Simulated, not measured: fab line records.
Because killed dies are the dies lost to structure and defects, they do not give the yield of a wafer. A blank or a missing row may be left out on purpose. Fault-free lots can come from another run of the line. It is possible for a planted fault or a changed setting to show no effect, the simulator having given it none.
Which tool was responsible? ; flow n5Finfet ; 14 lots with 42 wafers sampled at 3 steps, on a route of 1938 steps

## WHAT EACH GAUGE READ, for each wafer
N5_BEOL_M5_THK_MEAS_53: measures by xrf. Usual: for M5_THK the level is 62.9 nm and the standard deviation is 1.8.
lot;measured;on;M5_THK (nm);flag
L495;day 8 03:31;filmMetro-02;60.7 64.5 62.5;
L494;day 8 05:08;filmMetro-01;60.6 62.6 63.2;
L496;day 8 23:46;filmMetro-01;61.7 60.5 63.0;
L497;day 9 05:02;filmMetro-01;62.0 64.8 61.0;
L498;day 9 07:05;filmMetro-02;57.4 62.1 63.1;
L499;day 9 12:38;filmMetro-01;60.7 61.2 64.3;
L500;day 9 22:03;filmMetro-02;63.0 64.6 62.3;
L503;day 10 13:45;filmMetro-02;62.9 63.9 61.8;
L506;day 11 08:26;filmMetro-01;64.3 63.8 63.0;
L505;day 11 13:06;filmMetro-02;63.1 63.4 65.4;
L514;day 13 21:52;filmMetro-01;64.9 62.4 62.3;
L515;day 14 07:02;filmMetro-02;58.4 63.7 60.8;
L516;day 14 18:52;filmMetro-01;62.1 59.8 61.8;
L517;day 15 04:22;filmMetro-01;63.9 63.8 63.5;

N5_BEOL_M5_RS_MEAS_57: a four-point-probe measurement. Usual: for M5_RS the level is 0.386 ohm/sq and the standard deviation is 0.013.
lot;measured;on;M5_RS (ohm/sq);flag
L495;day 8 03:55;filmMetro-01;0.397 0.372 0.389;
L494;day 8 05:24;filmMetro-02;0.399 0.387 0.381;
L496;day 9 00:05;filmMetro-02;0.393 0.405 0.386;
L497;day 9 05:22;filmMetro-01;0.394 0.370 0.400;
L498;day 9 07:21;filmMetro-02;0.431 0.391 0.385;
L499;day 9 12:54;filmMetro-02;0.400 0.398 0.376;
L500;day 9 22:20;filmMetro-01;0.381 0.373 0.390;
L503;day 10 14:01;filmMetro-02;0.387 0.379 0.396;
L506;day 11 08:42;filmMetro-01;0.379 0.383 0.387;
L505;day 11 13:25;filmMetro-02;0.380 0.378 0.367;
L514;day 13 22:08;filmMetro-02;0.375 0.392 0.395;
L515;day 14 07:18;filmMetro-02;0.421 0.375 0.399;
L516;day 14 19:08;filmMetro-02;0.389 0.407 0.392;
L517;day 15 04:38;filmMetro-02;0.381 0.382 0.384;

## EACH LOT AND THE TOOL THAT RAN IT (in order: tool; ch and the chambers of the sampled wafers; start)
lot;N5_BEOL_M5_DEP_56
L495;pecvd-02 ch 0,1, day 8 03:51
L494;pecvd-02 ch 0,1,2, day 8 05:20
L496;pecvd-03 ch 1,2, day 9 00:01
L497;pecvd-03 ch 0,2, day 9 05:17
L498;pecvd-04 ch 1,2, day 9 07:17
L499;pecvd-04 ch 0,1,2, day 9 12:50
L500;pecvd-02 ch 0,1, day 9 22:15
L503;pecvd-03 ch 0,1, day 10 13:57
L506;pecvd-02 ch 0,2, day 11 08:38
L505;pecvd-03 ch 1,2, day 11 13:21
L514;pecvd-02 ch 0,1, day 13 22:04
L515;pecvd-03 ch 0,1,2, day 14 07:14
L516;pecvd-04 ch 0,1, day 14 19:04
L517;pecvd-02 ch 0,1, day 15 04:34
- N5_BEOL_M5_DEP_56: deposits SiCN from 3MS/NH3, target thk 8 nm, time 14 s.

## AS READ BY THE TOOLS THEMSELVES (means over the sampled wafers that have a number; for cases with no such wafer, the mark the record gives instead)
N5_BEOL_M5_DEP_56. Usual: chamberPressureTorr 3.000 Torr, standard deviation 0.0069; showerheadPlenumPTorr 3.665 Torr, standard deviation 0.0096; throttleValvePct 9.1 %, standard deviation 0.64.
lot;tool;chamberPressureTorr (Torr);showerheadPlenumPTorr (Torr);throttleValvePct (%);flag
L495;pecvd-02;2.993;3.664;9.1;
L494;pecvd-02;3.001;3.669;9.2;
L496;pecvd-03;2.999;3.666;8.9;
L497;pecvd-03;3.002;3.674;9.3;
L498;pecvd-04;3.006;3.660;8.5;
L499;pecvd-04;3.003;3.659;9.1;
L500;pecvd-02;3.007;3.659;9.0;
L503;pecvd-03;3.003;3.670;9.0;
L506;pecvd-02;2.995;3.675;8.7;
L505;pecvd-03;2.997;3.669;8.8;
L514;pecvd-02;3.000;3.674;9.4;
L515;pecvd-03;2.997;3.673;9.1;
L516;pecvd-04;3.005;3.656;9.8;
L517;pecvd-02;3.005;3.659;9.3;

## THE ANSWER, worked out from the rows above alone
Rule: a lot counts as off when the mean over its wafers that have a number is more than 3 standard deviations away from the usual mean. A lot without any number at a reading at which 4 lots or more have one is off too. The other lots that the step has rows for count as sound. First the gauges in route order, then the tools' own readings, where a lot's mean is used as printed above. The first step at which some lot is off is used, and at that step the reading that is off furthest; a lot without a number counts as furthest.
None of the lots is off at any reading shown; this tells nothing.

## WHAT WAS PUT IN BY THE SIMULATOR
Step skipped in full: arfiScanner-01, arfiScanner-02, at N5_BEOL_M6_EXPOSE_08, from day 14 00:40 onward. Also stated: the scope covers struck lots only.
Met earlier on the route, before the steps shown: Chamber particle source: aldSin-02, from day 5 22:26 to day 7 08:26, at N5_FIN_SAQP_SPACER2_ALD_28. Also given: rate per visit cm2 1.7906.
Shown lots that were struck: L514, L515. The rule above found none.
